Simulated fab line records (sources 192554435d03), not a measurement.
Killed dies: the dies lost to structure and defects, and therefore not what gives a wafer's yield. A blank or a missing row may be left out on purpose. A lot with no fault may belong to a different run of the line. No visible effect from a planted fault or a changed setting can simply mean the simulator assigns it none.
2 desks, one fault | flow n5-finfet | numbers are kept per desk, each desk with only its own; the story behind them comes last

== AT THE METROLOGY DESK ==
What the gauges read for every lot (on any tool): the sampled wafers with a number, averaged. If a lot's mean is further than 4 standard deviations from the usual mean, the lot is out of limits and carries the mark OUT (the distance appears in the brackets). Of its 10 readings 7 are shown: those that lie furthest out on some lot.
Columns: A = DIBL_N at N5_BEOL_M4_RC_MEAS_101, usual 37.1 mV/V; B = DIBL_P at N5_BEOL_M4_RC_MEAS_101, usual 38 mV/V; C = IOFF_P at N5_BEOL_M4_RC_MEAS_101, usual 0.25 nA/um; D = ION_P at N5_BEOL_M4_RC_MEAS_101, usual 467 uA/um; E = SS_P at N5_BEOL_M4_RC_MEAS_101, usual 73.7 mV/dec; F = VT_N at N5_BEOL_M4_RC_MEAS_101, usual 249 mV; G = VT_P at N5_BEOL_M4_RC_MEAS_101, usual -248 mV
lot  | first seen here | A    | B  | C    | D   | E    | F   | G
L331 | day 10 14:47    | 36.6 | 39 | 0.27 | 464 | 73.6 | 249 | -245
L346 | day 14 05:09    | 35.5 | 37 | 0.23 | 467 | 74.0 | 253 | -249
L344 | day 14 11:07    | 35.9 | 34 | 0.18 | 457 | 73.3 | 253 | -254
L352 | day 17 18:34    | 39.6 | 40 | 0.28 | 476 | 74.6 | 246 | -246
Finding of this desk: none of the 4 lots has anything out of limits.

== TOOL OWNER'S DESK, rie-diel-02 ==
The tool's own readings at N5_FIN_CUT_ETCH_21 (etches SOC in N2/H2, target depth 219 nm, overetch 43.8 nm, time 523.5 s): means of the sampled wafers that have a number, for each lot that ran on this tool. If a lot's mean is further than 4 standard deviations from the usual mean, the lot is out of limits and carries the mark OUT (the distance appears in the brackets).
Columns: A = chamber-pressure-mTorr at N5_FIN_CUT_ETCH_21, usual 29.999 mTorr; B = drypump-motor-current-A at N5_FIN_CUT_ETCH_21, usual 5.7 A; C = oes-product-au at N5_FIN_CUT_ETCH_21, usual 0.74 a.u.; D = rf-vpp-V at N5_FIN_CUT_ETCH_21, usual 241.0 V; E = showerhead-plenum-p-Torr at N5_FIN_CUT_ETCH_21, usual 2.57 Torr; F = throttle-valve-pct at N5_FIN_CUT_ETCH_21, usual 17.7 %
lot  | first seen here | A      | B   | C    | D     | E    | F
L331 | day 2 02:56     | 30.024 | 5.7 | 0.74 | 240.8 | 2.49 | 17.6
L344 | day 5 09:20     | 29.978 | 5.7 | 0.69 | 241.0 | 2.55 | 17.9
L346 | day 5 20:28     | 29.979 | 5.5 | 0.70 | 239.9 | 2.49 | 17.9
Finding of this desk: none of the 3 lots has anything out of limits.

== TAKEN TOGETHER ==
Metrology desk: nothing out of limits seen.
Nothing out of limits was seen by the tool owner's desk.

== WHAT THE SIMULATOR PUT IN ==
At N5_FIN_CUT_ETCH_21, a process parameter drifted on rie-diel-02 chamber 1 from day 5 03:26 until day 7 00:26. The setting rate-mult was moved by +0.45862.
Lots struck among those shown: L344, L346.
